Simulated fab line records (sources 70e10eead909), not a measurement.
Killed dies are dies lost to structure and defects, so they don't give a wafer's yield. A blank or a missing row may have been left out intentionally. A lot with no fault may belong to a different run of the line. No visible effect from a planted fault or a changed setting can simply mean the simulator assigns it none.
Comparing a struck lot with a sound one :: flow nandHarc :: 14 steps out of a route of 1159
Sound: wafers L592.1, L592.5, L592.6. Struck: wafer L583.3 (L583.5, L583.6, from the same lot, were not struck and are left out); the cause is given at the end.
For every step that has rows: the tool of each side, followed by ch and its chambers, followed by its first start. Under that, the readings that differ: sound wafers :: struck wafers :: difference of the means :: sigmas: that difference in standard deviations of wafers without a fault.
alike: words and numbers the same on both sides, and readings whose means are apart by under 2 such deviations; not compared: readings that were withheld, readings missing a value for some wafer, numbers with overlapping values and no deviation given by the record, and bounds like >300 which may hide the same value.
Wherever a step has rows on one side only, a row that says differs or no value, or a row with sigmas, the two part there. Numbers that have no deviation but don't overlap get no sigmas and don't part them. A reading missing from all wafers of one side parts the sides only when that side holds two or more wafers.

first, 1 step without rows for these wafers: NHARC_P_M2_STRIP_19 (strips in post etch residue remover, time 600 s).
NHARC_P_M2_DEGAS_29: time 60 s.
  struck on pvdSputter-03, day 8 16:31; sound on pvdSputter-03, day 11 02:59
  alike: heaterPowerW
NHARC_P_M2_PRE_CLEAN_30: time 30 s.
  sound on pvdSputter-03; struck on pvdSputter-03
  alike: heaterPowerW
NHARC_P_M2_PVD_20: deposits TaN, target thk 5 nm, time 8.06 s.
  sound on pvdSputter-03; struck on pvdSputter-03
  alike: throttleValvePct
NHARC_P_M2_PVD_21: deposits Cu, target thk 30 nm, time 20.49 s.
  sound on pvdSputter-03; struck on pvdSputter-03
  alike: throttleValvePct
then, 2 steps without rows for these wafers: NHARC_P_M2_ECD_22 (material Cu, target thk 400 nm); NHARC_P_M2_ANNEAL_31 (time 90 s).
NHARC_P_M2_CMP_23: polishes, t overpolish 20 s, target thk 144.3 nm.
  sound on cmp-03 ch 0,2,3, day 11 04:10; struck on cmp-03 ch 1, day 8 18:09
  alike: motorCurrentA, timeToEndpointS
NHARC_P_M2_THK_MEAS_24: measures by xrf.
  struck on filmMetro-01, day 8 18:25; sound on filmMetro-01, day 11 04:25
  alike: thkNm
then, 1 step without rows for these wafers: NHARC_P_M2_SRD_25.
NHARC_P_M2_INSPECT_27:
  struck on defectInspect-01, day 8 18:34; sound on defectInspect-01, day 11 04:35
  alike: rawDefectCount
NHARC_P_M2_PRE_CLEAN_32: time 12 s.
  sound on pecvd-02 ch 0,1, day 11 06:12; struck on pecvd-03 ch 1, day 8 18:41
reading: rfFwdPowerW (W)
sound: 292.2 293.9 292.7
struck: 241.4
difference: -51.5
sigmas: -54
  alike: heaterPowerW
then, 1 step without rows for these wafers: NHARC_P_M2_DEP_33 (deposits SiCN, target thk 30 nm).
-- jump in the record: it breaks off in module P_M2 and resumes in module END (first step shown: number 1159 of the route), and 13 days separate the struck wafers' starts before and after --
NHARC_END_SORT_01:
  sound on prober-02 ch 0, day 23 22:14; struck on prober-01 ch 0, day 21 14:26
reading: defectLimitedYield (%)
sound: 94.7 94.1 93.4
struck: 97.8
difference: +3.7
sigmas: +2

reading: killedAtArray
sound: 29 39 39
struck: 14
difference: -22
sigmas: -2

reading: killedDies
sound: 36 40 45
struck: 15
difference: -25
sigmas: -3

reading: sort_bin_2_pct (%)
sound: 1.6 2.1 3.1
struck: 0.4
difference: -1.9
sigmas: -3

reading: sortNPass
sound: 641 637 632
struck: 662
difference: +25
sigmas: +3

reading: sortYieldPct (%)
sound: 94.7 94.1 93.4
struck: 97.8
difference: +3.7
sigmas: +2
  alike: killedAtOther, killedAtPeriphery, killedOpen, killedShort, sort_bin_3_pct, sort_bin_4_pct, sortRimYieldPct

WHERE THEY PART
Last at NHARC_END_SORT_01 as far as this record goes, first at NHARC_P_M2_PRE_CLEAN_32.

WHY: the cause the simulator had injected
pecvd-03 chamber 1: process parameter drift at NHARC_P_M2_PRE_CLEAN_32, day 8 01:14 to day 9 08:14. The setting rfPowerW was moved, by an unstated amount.
